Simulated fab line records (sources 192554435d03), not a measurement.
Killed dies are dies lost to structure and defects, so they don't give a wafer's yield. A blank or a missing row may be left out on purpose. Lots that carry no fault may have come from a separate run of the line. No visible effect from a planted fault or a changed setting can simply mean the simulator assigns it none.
Struck lot and sound lot, side by side	flow n5_finfet	40 out of 1938 route steps
Sound: wafers L192.1, L192.2, L192.6. Struck: wafer L194.6 (left out: L194.2, L194.5 of the same lot, which were not struck); the cause appears at the end.
Per side, at each step with rows, come the tool, then ch with its chambers, and then its first start. Under that, the readings that differ: sound wafers	struck wafers	difference of the means	sigmas: that difference in standard deviations of wafers without a fault.
alike: readings whose means differ by less than 2 such deviations, and words and numbers that are the same on both sides. not compared: withheld readings, readings that some wafer has no value for, bounds like >300 that may hide the same value, and numbers for which the record gives no deviation and whose values overlap.
A row with sigmas, a row that says differs or no value, or rows on one side alone: a step with any of these is where the two part. Numbers that have no deviation but don't overlap get no sigmas and don't part them. A reading that every wafer of one side lacks parts them only if that side has two wafers or more.

first, 11 steps without rows for these wafers: N5_BEOL_M0_SPUTTER_116 (material Cu, target thk 4 nm, time 7.37 s); N5_BEOL_M0_ANNEAL_117 (time 60 s); N5_BEOL_M0_SPUTTER_132 (material Cu, target thk 4 nm, time 7.37 s); N5_BEOL_M0_ANNEAL_133 (time 60 s); N5_BEOL_M0_SPUTTER_134 (material Cu, target thk 4 nm, time 7.37 s); N5_BEOL_M0_ANNEAL_135 (time 60 s); N5_BEOL_M0_SPUTTER_141 (material Cu, target thk 4 nm, time 7.37 s); N5_BEOL_M0_ECD_118 (material Cu, target thk 300 nm); N5_BEOL_M0_ANNEAL_119 (time 90 s); N5_BEOL_M0_CMP_120 (polishes, stops on SiOC, t overpolish 6.9 s); N5_BEOL_M0_PRE_CLEAN_131 (time 15 s).
N5_BEOL_M0_CO_CAP_123: material Co, precursor CCTBA/H2, target thk 2 nm, time 102.1 s.
  sound on cvd_co-01 ch 0,2, day 11 07:06; struck on cvd_co-01 ch 1, day 11 15:35
  alike: heater_power_w
then, 2 steps without rows for these wafers: N5_BEOL_M0_PRE_CLEAN_124 (time 15 s); N5_BEOL_M0_DEP_125 (deposits SiCN from 3MS/NH3, target thk 8 nm, time 14 s).
N5_BEOL_M0_INSPECT_127: inspects for defects (darkfield).
  struck on defect_inspect-02, day 11 15:48; sound on defect_inspect-02, day 11 07:19
reading	sound	struck	difference	sigmas
raw_defect_count	78 70 46	593	+528	+22
then, 12 steps without rows for these wafers: N5_BEOL_M1_ILD_DEP_00 (deposits SiOC from DEMS/O2, target thk 79 nm, time 15.3 s); N5_BEOL_M1_PECVD_72 (deposits SiO2 from TEOS/O2, target thk 16 nm, time 18 s); N5_BEOL_M1_HM_DEP_02 (deposits TiN, target thk 20 nm); N5_BEOL_M1_COAT_61 (time 60 s, resist thk 60 nm); N5_BEOL_M1_COAT_62 (time 60 s, resist thk 12 nm); N5_BEOL_M1_COAT_73 (time 60 s, resist thk 5 nm); N5_BEOL_M1_COAT_05 (resist thk 30 nm); N5_BEOL_M1_EBR_07; N5_BEOL_M1_SOFTBAKE_06 (time 60 s); N5_BEOL_M1_EXPOSE_08 (exposes mask M1); N5_BEOL_M1_PEB_09 (peb time 60 s); N5_BEOL_M1_DEVELOP_10 (develop time 30 s).
N5_BEOL_M1_INSPECT_13: inspects for defects (brightfield).
  struck on defect_inspect-02, day 11 17:22; sound on defect_inspect-01, day 11 08:37
reading	sound	struck	difference	sigmas
raw_defect_count	367 261 295	864	+556	+7
then, 9 steps without rows for these wafers: N5_BEOL_M1_DESCUM_16 (chemistry O2, time 7 s); N5_BEOL_M1_ETCH_74 (etches underlayer in N2/H2, target depth 6.5 nm, time 5.2 s); N5_BEOL_M1_ETCH_63 (etches SiARC in CF4, target depth 15.6 nm, time 26 s); N5_BEOL_M1_ETCH_64 (etches SOC in N2/H2, target depth 75 nm, overetch 15 nm, time 112.5 s); N5_BEOL_M1_STRIP_65 (strips in N2/H2); N5_BEOL_M1_STRIP_75 (strips in N2/H2); N5_BEOL_M1_STRIP_66 (strips in CF4); N5_BEOL_M1_HM_OPEN_17 (chemistry Cl2/BCl3, target TiN, target depth 20 nm, overetch 6 nm); N5_BEOL_M1_STRIP_19 (strips in O2).
N5_BEOL_M1_INSPECT_30: inspects for defects (brightfield).
  struck on defect_inspect-01, day 11 18:34; sound on defect_inspect-02, day 11 09:36
reading	sound	struck	difference	sigmas
raw_defect_count	346 274 319	841	+528	+6
-- a jump in the record: the struck wafers' starts before and after are 3 days apart (it breaks off in module BEOL_M1 and resumes in module BEOL_M4, where the first step shown is number 1111 of the route) --
N5_BEOL_M4_RC_MEAS_101:
  sound on prober-02 ch 0, day 14 03:26; struck on prober-02 ch 0, day 14 13:12
  alike: DIBL_N, DIBL_P, IOFF_N, IOFF_P, ION_N, ION_P, SS_N, SS_P, VT_N, VT_P
-- the record jumps here: 5 days lie between the struck wafers' starts before and after (it left off in module BEOL_M4 and takes up again in module PASSIVATION, whose first step shown is number 1936 of the route) --
N5_PASSIVATION_PROBE_49:
  the record has rows for the struck wafers here (prober-02, day 19 06:44) and none for the sound ones

WHERE THEY PART
Earliest at N5_BEOL_M0_INSPECT_127; latest, in this record, at N5_PASSIVATION_PROBE_49.

WHY: what the simulator had put in
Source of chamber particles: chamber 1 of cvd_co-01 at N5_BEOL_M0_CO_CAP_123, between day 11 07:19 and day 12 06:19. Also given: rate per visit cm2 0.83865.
